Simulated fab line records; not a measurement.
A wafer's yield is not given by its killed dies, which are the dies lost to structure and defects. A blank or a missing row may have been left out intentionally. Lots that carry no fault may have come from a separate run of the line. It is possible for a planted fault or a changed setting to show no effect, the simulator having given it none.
3 desks, one fault :: flow n5_finfet :: what lay behind the numbers comes last; until then each desk has only its own

DESK OF THE TOOL OWNER: rie_diel-06
The tool's own readings at N5_BEOL_M5_ETCH_72 (etches underlayer in N2/H2, target depth 6.5 nm, time 5.2 s): means of the sampled wafers that have a number, for each lot that ran on this tool. The brackets show how far a lot's mean lies from the usual mean; more than 4 standard deviations puts the lot out of limits, marked OUT. 7 of its 8 readings are shown: the first one out of limits and those lying furthest out on some lot.
Columns: A = bias_w at N5_BEOL_M5_ETCH_72, usual 150.0 W; B = drypump_motor_current_A at N5_BEOL_M5_ETCH_72, usual 5.8 A; C = etch_rf_on_time_s at N5_BEOL_M5_ETCH_72, usual 5.18 s; D = oes_product_au at N5_BEOL_M5_ETCH_72, usual 0.69 a.u.; E = rf_fwd_power_W at N5_BEOL_M5_ETCH_72, usual 819.8 W; F = rf_vpp_V at N5_BEOL_M5_ETCH_72, usual 522.4 V; G = showerhead_plenum_p_Torr at N5_BEOL_M5_ETCH_72, usual 2.49 Torr
lot: L817
first seen here: day 8 18:56
A: 149.5
B: 5.9
C: 5.13
D: 0.66
E: 823.1
F: 522.7
G: 2.51

lot: L826
first seen here: day 11 16:06
A: 146.1 (-7.9) OUT
B: 5.6
C: 5.36
D: 0.63
E: 820.4
F: 511.0 (-5.7) OUT
G: 2.44
This desk's finding: out of limits on L826; first on L826, day 11 16:06 (bias_w at N5_BEOL_M5_ETCH_72). L817: within limits.

THE DEFECT DESK
For each lot, the counts of the inspections along the route, averaged over the sampled wafers that have a number. The brackets show how far a lot's mean lies from the usual mean; more than 4 standard deviations puts the lot out of limits, marked OUT.
Columns: A = raw_defect_count at N5_BEOL_M5_INSPECT_13, usual 416
lot: L817
first seen here: day 8 18:52
A: 534

lot: L825
first seen here: day 11 01:54
A: 375

lot: L826
first seen here: day 11 15:41
A: 493

lot: L832
first seen here: day 12 19:22
A: 424

lot: L837
first seen here: day 14 02:25
A: 375
This desk found nothing out of limits on any of the 5 lots.

FROM THE METROLOGY DESK
What the gauges read, lot by lot, whatever tool the lot ran on: means of the sampled wafers that have a number. The brackets show how far a lot's mean lies from the usual mean; more than 4 standard deviations puts the lot out of limits, marked OUT.
Columns: A = cd_nm at N5_BEOL_M5_CD_MEAS_11, usual 27.93 nm; B = M5_OVL at N5_BEOL_M5_OVL_MEAS_12, usual -0.7 nm
lot: L817
first seen here: day 8 18:46
A: 27.96
B: -0.8

lot: L825
first seen here: day 11 01:49
A: 28.26
B: -1.1

lot: L826
first seen here: day 11 15:35
A: 28.04
B: -0.6

lot: L832
first seen here: day 12 19:17
A: 27.58
B: -0.7

lot: L837
first seen here: day 14 02:20
A: 27.78
B: 0.6
This desk found nothing out of limits on any of the 5 lots.

TAKEN TOGETHER
On L826, at day 11 16:06, an alarm was possible from the tool owner's desk.
The defect desk saw nothing out of limits.
The metrology desk saw nothing out of limits.
The defect desk has L826 on record, within its limits.
The metrology desk has L826 on record, within its limits.
Every lot named ran N5_BEOL_M5_ETCH_72 on rie_diel-06.

WHAT THE SIMULATOR HAD INSERTED
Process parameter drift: rie_diel-06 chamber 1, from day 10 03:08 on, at N5_BEOL_M5_ETCH_72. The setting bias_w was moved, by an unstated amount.
Lots struck among those shown: L826.
Delay in hours, fault start to first out-of-limits reading, by desk: the tool owner's desk at 37.
